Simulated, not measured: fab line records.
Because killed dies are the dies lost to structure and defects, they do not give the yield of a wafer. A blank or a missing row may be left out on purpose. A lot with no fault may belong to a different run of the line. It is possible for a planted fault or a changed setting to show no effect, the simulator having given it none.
Lot-split experiment | flow n5Finfet | 21 wafers read across 7 lots, on a route 1938 steps long

## ABOUT THE SPLIT
At N5_BEOL_M14_SPUTTER_43 (material TaN, target thk 15 nm, time 24.19 s), the setting powerW was moved away from the recipe's 15000 W on 7 of the 21 wafers read, by -7.7% to +12.0%. For the rest of the wafers, this setting stayed at what the recipe calls for.

The reading comes from the split's own step.

## THE READING
TaN_of_BEOL_M14_SPUTTER_43.thkNm (the simulator's own value, which no gauge read), in nm, at N5_BEOL_M14_SPUTTER_43 (material TaN, target thk 15 nm, time 24.19 s). No usual value for it is given in the file. The 14 wafers here that ran the recipe average 15.0 nm, standard deviation 0.22 nm.

wafer  | tool, chamber at the split | powerW as run, W | against the recipe | TaN_of_BEOL_M14_SPUTTER_43.thkNm, nm | against lot-mates on the recipe
L075.4 | pvdSputter-02, -           | 15990            | +6.6%              | 16.2                                 | +1.2
L075.5 | pvdSputter-02, -           | 15000            | recipe             | 15                                   | -
L075.6 | pvdSputter-02, -           | 15990            | +6.6%              | 15.8                                 | +0.8
L076.2 | pvdSputter-03, -           | 15000            | recipe             | 15.4                                 | -
L076.3 | pvdSputter-03, -           | 16800            | +12.0%             | 17.2                                 | +1.8
L076.5 | pvdSputter-03, -           | 16800            | +12.0%             | 17                                   | +1.6
L077.2 | pvdSputter-01, -           | 15000            | recipe             | 15.2                                 | -
L077.3 | pvdSputter-01, -           | 15000            | recipe             | 15.2                                 | -
L077.6 | pvdSputter-01, -           | 15000            | recipe             | 15.2                                 | -
L080.2 | pvdSputter-02, -           | 15000            | recipe             | 14.8                                 | -
L080.5 | pvdSputter-02, -           | 15000            | recipe             | 14.8                                 | -
L080.3 | pvdSputter-02, -           | 15000            | recipe             | 14.6                                 | -
L087.1 | pvdSputter-02, -           | 15000            | recipe             | 15                                   | -
L087.3 | pvdSputter-02, -           | 15000            | recipe             | 15.2                                 | -
L087.4 | pvdSputter-02, -           | 15000            | recipe             | 14.8                                 | -
L092.4 | pvdSputter-02, -           | 15000            | recipe             | 14.8                                 | -
L092.5 | pvdSputter-02, -           | 13850            | -7.7%              | 13.6                                 | -1.2
L092.6 | pvdSputter-02, -           | 13850            | -7.7%              | 13.8                                 | -1.0
L097.1 | pvdSputter-01, -           | 15000            | recipe             | 15.2                                 | -
L097.4 | pvdSputter-01, -           | 15000            | recipe             | 15                                   | -
L097.6 | pvdSputter-01, -           | 16210            | +8.1%              | 16.4                                 | +1.3

FIT RESULTS
A straight line over all 21 wafers: TaN_of_BEOL_M14_SPUTTER_43.thkNm changes by +0.17 nm for each +1% of powerW; r = +0.97; the points scatter about the line by 0.21 nm.
The same after taking each lot's own level away (the mean of its wafers on the recipe; 21 wafers): +0.145 nm for each +1%; r = +0.99; scatter 0.12 nm.
Per that fit: largest powerW move, reading shift of 1.7 nm.
Measured against the standard deviation above, the lots' own levels, which go from 14.73 to 15.40 nm, span 3.0 times it.
Thus the slope moves with the lot-to-lot level: the two fits are different.
Check: with one of the wafers moved furthest among these (+12.0%) left out of the fit, the line predicts +1.74 nm for it against its lot-mates. It came out at +1.8 nm against them.

## OTHER SPLITS ON THESE WAFERS
Before the reading, these wafers also passed through other splits. Each is held against what the fit with the lots' levels taken away leaves over:
other split on the same wafers | wafers away from the commonest value | r with TaN_of_BEOL_M14_SPUTTER_43.thkNm (lot level and that fit taken away)
N5_BEOL_M11_ALD_74 aldCycles   | 5                                    | +0.19
N5_BEOL_M12_SPUTTER_44 timeS   | 11                                   | -0.09
N5_BEOL_M14_PEB_08 pebTimeS    | 12                                   | -0.17
N5_BEOL_M14_ETCH_59 timeS      | 5                                    | -0.11

## THE FILE'S OWN FIT
TaN_of_BEOL_M14_SPUTTER_43.thkNm changes by +0.147 nm for each +1% of powerW, r = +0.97.
